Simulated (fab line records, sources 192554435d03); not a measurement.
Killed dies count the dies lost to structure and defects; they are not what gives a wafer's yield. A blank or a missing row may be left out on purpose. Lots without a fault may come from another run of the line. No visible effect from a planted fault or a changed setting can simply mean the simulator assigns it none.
fab line records	flow n5Finfet
[record] lots = 6	wafers = 18	lastDay = 19
route steps=1938 shown BEOL_M3@965 BEOL_M4@1111
lots with no fault: from the same line, run without faults
startH: the number of hours between the record's first day and the start of the first shown wafer of the lot	waitH: hours from the lot's prior step to this one	" same as the row above	L1.1+2: a single row standing in for several wafers	- value missing, or start not given	* or withheld: withheld	< > ~ a bound
route shown NAME@n: names a module that has steps shown in the file, with the first one's number in the route	usual: mean and standard deviation over wafers with no fault	same: alike in all rows	chamber/n: place in a boat	sites: per-site readings	_std_site: their standard deviation	_edge_site: inner sites' mean taken away from outer sites' mean	radiusMm: for every site, how far away it sits from the centre of the wafer	mask NAME#n: copy n	behind: the tool/chamber that last shaped the wafer	hold: why the lot was held/for how many hours/how that ended	device: whichever transistor did not switch (one of n, p or np)	end of line: tests run on the same wafers once the route is complete	a step without rows: its recipe alone	killed: not the wafer's yield, but the dies lost to structure and defects at the first sort	map: shows each die of a wafer: x if killed, . if not, _ if none is there
set.NAME: the setting that was run; set.NAME@STEP: the one run at that earlier step	model.NAME: the simulator's own value behind a step, which no gauge read
certain route steps with their lots: each step a table, each wafer a row
services: a tool's chamber out of use, with start hour (startH, from the record's first day; less than 0 if before it), hours out, and reason
[[steps]]
[step N5_BEOL_M3_DEVELOP_27]
[recipe] developTimeS = 30	developer = TMAH	resist = CAR-EUV	rinseLiquid = surfactantRinse	dry = airSpin	devTempC = 23
[step N5_BEOL_M3_CD_MEAS_28]
[recipe] targetCdNm = 25.7	landingEnergyEv = 500	detector = seInlens	targetCdYNm = 23.3	polarity = opening
[usual] cdNm = 25.73/0.27
lot.wafer	tool	chamber	startH	waitH	cdNm
L665.2	cdSem-02	0	194.43	-	25.86
L665.3	"	0	"	"	25.93
L665.6	"	0	"	"	25.49
L673.1	cdSem-01	0	249.38	-	25.85
L673.5	"	0	"	"	25.67
L673.6	"	0	"	"	25.72
L676.2	cdSem-01	0	271.02	-	25.83
L676.4	"	0	"	"	26.01
L676.5	"	0	"	"	26.00
L680.3	cdSem-03	0	284.19	-	25.82
L680.4	"	0	"	"	25.90
L680.5	"	0	"	"	25.34
L682.3	cdSem-01	0	296.99	-	25.84
L682.4	"	0	"	"	25.82
L682.6	"	0	"	"	26.03
L685.1	cdSem-03	0	314.05	-	26.06
L685.4	"	0	"	"	26.06
L685.5	"	0	"	"	26.21
[step N5_BEOL_M3_OVL_MEAS_29]
[recipe] pointsPerWafer = 522
[usual] V2_OVL = 0.0/0.58
[same] pointsPerWafer = 522
lot.wafer	tool	chamber	startH	waitH	V2_OVL[nm]
L665.2	overlay-02	0	194.47	0.0	0.2
L665.3	"	0	"	"	-0.1
L665.6	"	0	"	"	-0.5
L673.1	overlay-02	0	249.41	0.0	0.2
L673.5	"	0	"	"	1.0
L673.6	"	0	"	"	1.1
L676.2	overlay-02	0	271.06	0.0	0.2
L676.4	"	0	"	"	-0.9
L676.5	"	0	"	"	0.7
L680.3	overlay-01	0	284.23	0.0	-0.1
L680.4	"	0	"	"	0.3
L680.5	"	0	"	"	-0.1
L682.3	overlay-02	0	297.03	0.0	0.5
L682.4	"	0	"	"	-0.2
L682.6	"	0	"	"	0.6
L685.1	overlay-02	0	314.08	0.0	0.3
L685.4	"	0	"	"	-0.1
L685.5	"	0	"	"	1.0
[step N5_BEOL_M3_INSPECT_30]
[recipe] mode = adi	inspectInstrument = brightfield
[usual] rawDefectCount = 403/91
lot.wafer	tool	chamber	startH	waitH	rawDefectCount
L665.2	defectInspect-01	-	194.52	0.0	616
L665.3	"	-	"	"	436
L665.6	"	-	"	"	378
L673.1	defectInspect-02	-	249.47	0.1	323
L673.5	"	-	"	"	370
L673.6	"	-	"	"	576
L676.2	defectInspect-01	-	271.11	0.0	365
L676.4	"	-	"	"	350
L676.5	"	-	"	"	383
L680.3	defectInspect-02	-	284.28	0.0	302
L680.4	"	-	"	"	336
L680.5	"	-	"	"	365
L682.3	defectInspect-02	-	297.07	0.0	346
L682.4	"	-	"	"	408
L682.6	"	-	"	"	354
L685.1	defectInspect-01	-	314.14	0.1	313
L685.4	"	-	"	"	284
L685.5	"	-	"	"	414
[step N5_BEOL_M3_DESCUM_33]
[recipe] chemistry = O2	timeS = 7	sourcePowerW = 50	biasPowerW = 20	pressureMtorr = 20	rfFrequencyHz = 2.712e+07	tempC = 40	resist = CAR-EUV	o2FlowSccm = 225
[step N5_BEOL_M3_ETCH_77]
[recipe] chemistry = N2/H2	target = underlayer	targetDepthA = 65	maskMaterial = CAR-EUV	timeS = 5.2	ionEnergyEv = 200	pressureMtorr = 30	sourceW = 840	biasW = 150	n2FlowSccm = 200	h2FlowSccm = 200	ends = cleared
[usual] drypumpMotorCurrentA = 5.8/0.45	etchRfOnTimeS = 5.18/0.12	oesProductAu = 0.67/0.075	rfVppV = 523/3.2	showerheadPlenumPTorr = 2.51/0.11	throttleValvePct = 18.00/0.21
lot.wafer	tool	chamber	startH	waitH	drypumpMotorCurrentA	etchRfOnTimeS	oesProductAu	rfHoursCounterH	rfVppV	showerheadPlenumPTorr	throttleValvePct
L665.2	rieDiel-06	0	194.76	0.0	5.3	4.97	0.66	126	521	2.35	18.07
L665.3	"	2	"	"	6.1	5.35	0.78	15	526	2.60	17.90
L665.6	"	0	"	"	5.2	5.00	0.66	-	519	2.35	18.09
L673.1	rieDiel-05	0	249.54	0.0	5.8	5.20	0.80	15	522	2.48	17.76
L673.5	"	0	"	"	5.8	5.12	0.80	-	523	2.48	17.75
L673.6	"	3	"	"	5.1	5.24	0.60	-	526	2.52	17.69
L676.2	rieDiel-02	0	271.18	0.0	6.1	5.03	0.80	15	527	2.61	17.37
L676.4	"	2	"	"	5.3	5.10	0.65	147	519	2.43	17.84
L676.5	"	2	"	"	5.3	5.09	0.67	-	521	2.44	17.86
L680.3	rieDiel-05	2	284.34	0.0	6.0	5.13	0.63	175	525	2.65	18.41
L680.4	"	3	"	"	5.2	5.25	0.59	-	524	2.51	17.76
L680.5	"	2	"	"	6.0	5.08	0.63	-	528	2.65	18.43
L682.3	rieDiel-06	0	297.14	0.0	5.2	5.11	0.63	164	519	2.34	18.15
L682.4	"	3	"	"	6.0	5.37	0.58	232	519	2.39	18.10
L682.6	"	3	"	"	6.0	5.30	0.57	-	521	2.39	18.11
L685.1	rieDiel-05	1	314.21	0.0	5.6	5.24	0.81	9	525	2.61	17.74
L685.4	"	0	"	"	5.8	5.16	0.76	-	522	2.47	17.81
L685.5	"	3	"	"	5.1	5.24	0.58	-	524	2.51	17.76
[step N5_BEOL_M3_ETCH_69]
[recipe] chemistry = CF4	target = SiARC	targetDepthA = 156	maskMaterial = CAR-EUV	timeS = 26	ionEnergyEv = 80	pressureMtorr = 40	sourceW = 545	biasW = 36	Ar_flow_sccm = 100	cf4FlowSccm = 100	ends = cleared
[usual] drypumpMotorCurrentA = 5.8/0.45	etchRfOnTimeS = 26.0/0.61	mfcArSccm = 100.0/0.3	oesProductAu = 0.67/0.075	rfVppV = 183.8/1.3	showerheadPlenumPTorr = 2.12/0.083	throttleValvePct = 15.73/0.25
lot.wafer	tool	chamber	startH	waitH	drypumpMotorCurrentA	etchRfOnTimeS	mfcArSccm	oesProductAu	rfHoursCounterH	rfVppV	showerheadPlenumPTorr	throttleValvePct
L665.2	rieDiel-06	0	194.77	0.0	5.2	25.3	100.2	0.67	126	183.6	1.98	15.82
L665.3	"	2	"	"	6.1	26.7	100.1	0.77	15	184.8	2.18	15.65
L665.6	"	0	"	"	5.2	25.1	100.1	0.67	-	182.9	1.98	15.82
L673.1	rieDiel-05	0	249.56	0.0	5.7	26.4	100.0	0.78	15	184.2	2.11	15.44
L673.5	"	0	"	"	5.8	26.0	100.0	0.80	-	185.1	2.11	15.46
L673.6	"	3	"	"	5.2	26.5	100.1	0.60	-	183.7	2.11	15.40
L676.2	rieDiel-02	0	271.19	0.0	6.2	25.0	100.2	0.80	15	184.4	2.20	15.03
L676.4	"	2	"	"	5.3	25.6	100.3	0.66	147	182.9	2.06	15.64
L676.5	"	2	"	"	5.3	25.5	100.3	0.67	-	181.5	2.06	15.65
L680.3	rieDiel-05	2	284.36	0.0	6.0	25.3	100.0	0.63	175	185.1	2.22	16.08
L680.4	"	3	"	"	5.1	26.6	99.9	0.59	-	184.3	2.10	15.44
L680.5	"	2	"	"	6.0	25.5	99.8	0.63	-	185.1	2.22	16.07
L682.3	rieDiel-06	0	297.16	0.0	5.2	25.8	99.8	0.63	164	182.2	1.97	15.91
L682.4	"	3	"	"	6.0	26.8	100.1	0.58	232	181.0	2.04	16.01
L682.6	"	3	"	"	6.0	26.8	99.9	0.57	-	183.3	2.04	16.00
L685.1	rieDiel-05	1	314.22	0.0	5.6	26.8	99.8	0.81	9	184.2	2.19	15.25
L685.4	"	0	"	"	5.8	26.2	100.3	0.76	-	182.9	2.10	15.51
L685.5	"	3	"	"	5.2	26.8	99.8	0.58	-	184.3	2.10	15.46
[step N5_BEOL_M3_ALD_98]
[recipe] material = SiO2	targetThkA = 25	tempC = 100	aldPrecursorFamily = BDEAS	aldCoReactant = O2-plasma	pulseTimeS = 1	coReactantPulseTimeS = 1	purgeTimeS = 2	coReactantPurgeTimeS = 2	aldCycles = 17	pressureTorr = 2
[usual] heaterPowerW = 83/8.7	precursorPulseHeightRel = 0.997/0.02
[same] aldCycles = 17	pulseTimeS = 1
lot.wafer	tool	chamber	startH	waitH	heaterPowerW	precursorPulseHeightRel
L665.2	aldSin-02	2	194.86	0.1	80	1.012
L665.3	"	3	"	"	81	1.004
L665.6	"	3	"	"	81	0.968
L673.1	aldSin-03	3	249.68	0.1	91	0.956
L673.5	"	0	"	"	90	0.969
L673.6	"	3	"	"	89	1.004
L676.2	aldSin-03	2	271.32	0.1	81	0.965
L676.4	"	0	"	"	87	1.011
L676.5	"	3	"	"	87	0.967
L680.3	aldSin-01	0	284.44	0.1	103	0.996
L680.4	"	1	"	"	87	1.000
L680.5	"	3	"	"	81	1.015
L682.3	aldSin-02	2	297.92	0.7	79	0.953
L682.4	"	1	"	"	78	1.036
L682.6	"	2	"	"	78	0.982
L685.1	aldSin-02	1	314.31	0.1	79	1.034
L685.4	"	2	"	"	79	1.000
L685.5	"	0	"	"	73	1.001
[step N5_BEOL_M3_ETCHBACK_99]
[recipe] chemistry = CHF3	target = SiO2	targetDepthA = 50	timeS = 10.4	sourceW = 215	biasW = 47	Ar_flow_sccm = 200	CHF3_flow_sccm = 12	ionEnergyEv = 100	pressureMtorr = 30
[usual] drypumpMotorCurrentA = 5.7/0.48	mfcArSccm = 199.9/0.62	oesProductAu = 0.82/0.096	rfVppV = 243/3.7	showerheadPlenumPTorr = 2.16/0.076	throttleValvePct = 17.07/0.27
lot.wafer	tool	chamber	startH	waitH	drypumpMotorCurrentA	mfcArSccm	oesProductAu	rfHoursCounterH	rfVppV	showerheadPlenumPTorr	throttleValvePct
L665.2	rieDiel-02	2	198.06	3.2	5.3	200.0	0.81	118	247	2.08	17.12
L665.3	"	0	"	"	6.1	200.5	0.70	250	242	2.22	16.96
L665.6	"	3	"	"	5.2	199.9	0.90	-	241	2.19	17.28
L673.1	rieDiel-05	2	251.26	1.5	6.0	200.8	0.75	162	238	2.24	17.54
L673.5	"	1	"	"	5.7	199.2	0.66	-	243	2.21	17.19
L673.6	"	0	"	"	5.8	200.1	0.94	-	241	2.12	16.98
L676.2	rieDiel-05	3	286.89	15.5	5.2	201.1	0.69	238	242	2.12	16.88
L676.4	"	0	"	"	5.8	199.6	0.90	29	241	2.12	16.99
L676.5	"	3	"	"	5.2	200.7	0.68	-	243	2.12	16.87
L680.3	rieDiel-05	2	291.56	7.1	6.0	199.4	0.72	177	238	2.24	17.58
L680.4	"	1	"	"	5.6	200.9	1.00	1	242	2.21	16.76
L680.5	"	2	"	"	6.0	199.0	0.73	-	238	2.24	17.57
L682.3	rieDiel-02	3	303.40	5.4	5.2	200.0	0.84	78	240	2.18	17.35
L682.4	"	2	"	"	5.3	198.8	0.77	157	248	2.07	17.17
L682.6	"	2	"	"	5.3	199.3	0.78	-	248	2.07	17.21
L685.1	rieDiel-02	0	316.83	2.5	6.2	200.1	0.90	27	241	2.21	16.51
L685.4	"	0	"	"	6.2	200.1	0.90	-	241	2.21	16.52
L685.5	"	2	"	"	5.3	200.0	0.76	-	248	2.07	17.17
[step N5_BEOL_M3_ETCH_70]
[recipe] chemistry = N2/H2	target = SOC	targetDepthA = 800	overetchA = 160	maskMaterial = SiARC	tempC = 40	timeS = 120	ionEnergyEv = 200	pressureMtorr = 30	sourceW = 840	biasW = 150	n2FlowSccm = 200	h2FlowSccm = 200
[usual] drypumpMotorCurrentA = 5.7/0.49	oesProductAu = 0.62/0.069	rfVppV = 524.3/2.8	showerheadPlenumPTorr = 2.55/0.1	tempC = 39.99/0.11	throttleValvePct = 17.87/0.25
lot.wafer	tool	chamber	startH	waitH	drypumpMotorCurrentA	oesProductAu	rfHoursCounterH	rfVppV	showerheadPlenumPTorr	tempC	throttleValvePct
L665.2	rieDiel-02	2	198.10	0.0	5.3	0.62	118	522.0	2.45	40.19	17.77
L665.3	"	0	"	"	6.2	0.53	250	527.5	2.62	39.88	17.79
L665.6	"	3	"	"	5.2	0.68	-	525.8	2.59	39.96	18.12
L673.1	rieDiel-05	2	251.30	0.0	6.0	0.56	162	526.0	2.66	39.98	18.34
L673.5	"	1	"	"	5.7	0.52	-	525.7	2.62	40.05	18.06
L673.6	"	0	"	"	5.8	0.72	-	522.6	2.48	40.10	17.71
L676.2	rieDiel-05	3	286.92	0.0	5.1	0.53	238	522.0	2.51	39.76	17.68
L676.4	"	0	"	"	5.7	0.69	29	522.8	2.47	39.88	17.74
L676.5	"	3	"	"	5.1	0.53	-	520.9	2.51	39.96	17.68
L680.3	rieDiel-05	2	291.60	0.0	6.0	0.56	177	525.7	2.65	39.95	18.35
L680.4	"	1	"	"	5.6	0.77	1	523.6	2.61	40.00	17.65
L680.5	"	2	"	"	6.0	0.57	-	526.7	2.65	39.96	18.36
L682.3	rieDiel-02	3	303.43	0.0	5.2	0.64	78	524.2	2.57	39.87	18.21
L682.4	"	2	"	"	5.3	0.59	157	520.8	2.43	39.80	17.85
L682.6	"	2	"	"	5.3	0.59	-	520.6	2.43	39.93	17.84
L685.1	rieDiel-02	0	316.87	0.0	6.2	0.68	27	525.5	2.60	39.91	17.38
L685.4	"	0	"	"	6.2	0.68	-	523.8	2.60	40.03	17.36
L685.5	"	2	"	"	5.3	0.58	-	521.2	2.43	39.99	17.83
[step N5_BEOL_M3_STRIP_71]
[recipe] chemistry = N2/H2	tempC = 40	n2FlowSccm = 200	h2FlowSccm = 200	rfFrequencyHz = 6e+07
[step N5_BEOL_M3_STRIP_78]
[recipe] chemistry = N2/H2	tempC = 40	n2FlowSccm = 200	h2FlowSccm = 200	rfFrequencyHz = 6e+07
[step N5_BEOL_M3_VIA_ETCH_34]
[recipe] chemistry = C4F6/O2	targetDepthA = 694	maskMaterial = SOC	pressureMtorr = 15	ionEnergyEv = 250	taperDeg = 4	timeS = 65.9	sourceW = 350	biasW = 170	Ar_flow_sccm = 300	C4F6_flow_sccm = 10	O2_flow_sccm = 10
[usual] drypumpMotorCurrentA = 5.7/0.48	mfcArSccm = 300.1/0.84	oesProductAu = 0.82/0.095	rfVppV = 673/9.8	showerheadPlenumPTorr = 2.86/0.096	throttleValvePct = 30.8/0.32
lot.wafer	tool	chamber	startH	waitH	drypumpMotorCurrentA	mfcArSccm	oesProductAu	rfHoursCounterH	rfVppV	showerheadPlenumPTorr	throttleValvePct	model.etch.depthNm	model.SOC_of_BEOL_M3_COAT_67.thkNm
L665.2	rieDiel-02	2	198.20	0.0	5.3	299.7	0.81	118	684	2.75	30.9	71.22	51.8
L665.3	"	0	"	"	6.2	300.8	0.69	250	665	2.92	30.6	69.56	52
L665.6	"	3	"	"	5.3	299.3	0.89	-	669	2.89	31.3	71.06	51.8
L673.1	rieDiel-05	2	251.40	0.0	6.0	299.7	0.74	162	659	2.95	31.2	69.38	51.8
L673.5	"	1	"	"	5.6	300.6	0.67	-	670	2.92	30.9	66.93	52.4
L673.6	"	0	"	"	5.8	301.0	0.94	-	665	2.80	31.0	70.27	52
L676.2	rieDiel-05	3	287.03	0.0	5.1	302.3	0.69	238	670	2.80	30.3	69.16	52
L676.4	"	0	"	"	5.8	300.1	0.90	29	667	2.79	31.0	70.32	51.8
L676.5	"	3	"	"	5.1	299.7	0.90	-	671	2.80	30.4	102.3	48
L680.3	rieDiel-05	2	291.70	0.0	6.0	300.9	0.95	177	658	2.95	31.3	103.6	48
L680.4	"	1	"	"	5.7	299.1	1.00	1	669	2.92	30.7	69.76	52.2
L680.5	"	2	"	"	6.0	300.0	0.96	-	659	2.95	31.3	104	48
L682.3	rieDiel-02	3	303.54	0.0	5.2	301.2	0.84	78	668	2.88	31.3	70.27	52
L682.4	"	2	"	"	5.3	299.6	0.78	157	683	2.74	30.9	70.97	52
L682.6	"	2	"	"	5.3	299.6	0.77	-	685	2.74	30.9	70.58	52
L685.1	rieDiel-02	0	316.97	0.0	6.2	298.9	0.91	27	665	2.91	30.3	71.05	51.6
L685.4	"	0	"	"	6.1	300.3	0.90	-	664	2.91	30.3	71.49	51.8
L685.5	"	2	"	"	5.3	299.0	0.76	-	684	2.74	30.9	70.26	51.6
[step N5_BEOL_M3_STRIP_83]
[recipe] chemistry = C4F6/O2	resist = SiARC	rfFrequencyHz = 6e+07
[step N5_BEOL_M4_RC_MEAS_101]
[usual] DIBL_N = 35.8/1.7	DIBL_P = 35.3/2	IOFF_N = 0.150/0.026	IOFF_P = 0.194/0.029	ION_N = 667/11	ION_P = 456/7.1	SS_N = 71.4/0.65	SS_P = 73.1/0.64	VT_N = 251/3	VT_P = -252/3.2
lot.wafer	tool	chamber	startH	waitH	DIBL_N[mV/V]	DIBL_P[mV/V]	IOFF_N[nA/um]	IOFF_P[nA/um]	ION_N[uA/um]	ION_P[uA/um]	SS_N[mV/dec]	SS_P[mV/dec]	VT_N[mV]	VT_P[mV]
L665.2	prober-02	0	239.28	0.2	33.8	36.5	0.127	0.164	667	454	71.2	73.3	253	-257
L665.3	"	0	"	"	35.6	37.6	0.156	0.179	669	458	71.8	73.0	251	-255
L665.6	"	0	"	"	33.1	35.3	0.128	0.163	663	457	71.4	72.1	252	-255
L673.1	prober-02	0	286.57	0.0	37.1	38.5	0.168	0.261	674	459	71.4	73.6	250	-246
L673.5	"	0	"	"	35.1	35.9	0.134	0.216	669	465	70.6	73.1	252	-247
L673.6	"	0	"	"	35.1	34.1	0.126	0.182	656	449	70.7	72.2	253	-250
L676.2	prober-01	0	317.83	0.2	37.3	35.9	0.184	0.223	687	468	71.8	73.1	247	-251
L676.4	"	0	"	"	38.2	34.3	0.182	0.198	672	448	72.7	73.5	250	-253
L676.5	"	0	"	"	39.5	36.2	0.226	0.231	674	453	72.9	73.8	246	-248
L680.3	prober-02	0	327.51	0.3	37.2	37.2	0.165	0.194	671	452	72.0	73.4	253	-255
L680.4	"	0	"	"	35.3	34.5	0.134	0.157	660	449	72.2	73.7	254	-255
L680.5	"	0	"	"	36.5	35.8	0.159	0.191	658	443	72.0	73.5	253	-253
L682.3	prober-01	0	339.03	0.3	36.4	35.4	0.173	0.183	660	446	72.2	73.2	248	-255
L682.4	"	0	"	"	35.1	34.1	0.147	0.167	669	450	71.7	72.8	251	-254
L682.6	"	0	"	"	33.0	31.0	0.116	0.135	646	443	71.0	71.7	253	-257
L685.1	prober-02	0	349.42	0.0	37.4	38.4	0.191	0.199	681	451	71.3	74.2	247	-255
L685.4	"	0	"	"	38.1	39.3	0.192	0.207	677	453	72.0	74.2	247	-252
L685.5	"	0	"	"	34.7	35.7	0.144	0.164	666	447	71.4	73.0	248	-255
[[services]]
tool	chamber	startH	hours	kind
aldSin-03	-	176.99	14.0	pm
aldSin-03	0	176.99	14.0	ventCycle
rieDiel-06	3	177.16	1.4	repair
aldSin-01	-	183.32	0.7	repair
rieDiel-05	0	186.26	-	clean
rieDiel-05	0	186.26	-	consumableReplace:focusRing
rieDiel-05	0	186.26	17.9	scheduledDown
rieDiel-05	0	186.26	17.9	ventCycle
rieDiel-06	1	192.14	6.6	repair
rieDiel-02	0	198.85	-	clean
rieDiel-02	0	198.85	-	consumableReplace:focusRing
rieDiel-02	0	198.85	22.0	scheduledDown
rieDiel-02	0	198.85	22.0	ventCycle
rieDiel-06	3	210.04	5.9	repair
rieDiel-05	-	215.11	2.8	pm
aldSin-01	-	226.50	0.6	repair
aldSin-02	0	247.20	6.8	repair
rieDiel-05	1	264.80	-	clean
rieDiel-05	1	264.80	-	consumableReplace:focusRing
rieDiel-05	1	264.80	21.0	scheduledDown
rieDiel-05	1	264.80	21.0	ventCycle
rieDiel-06	-	299.45	1.1	repair
rieDiel-05	2	308.01	10.4	repair
aldSin-01	1	310.27	3.8	repair
[[key]]
firstSign none at tools or gauges
[modelEffect] step = N5_BEOL_M3_VIA_ETCH_34	value = etch.depthNm	without = 69.9	struck = 103.3
metAt N5_BEOL_M3_VIA_ETCH_34
struckWafers L676.5,L680.3,L680.5
onsetBetween 251.40 287.03
[fault] kind = processParameterDrift	tool = rieDiel-05	chamber = -	onsetH = 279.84	steps = N5_BEOL_M3_VIA_ETCH_34	channel = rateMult	offset = 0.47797	shape = step	endH = 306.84	scope = struckWafersOnly
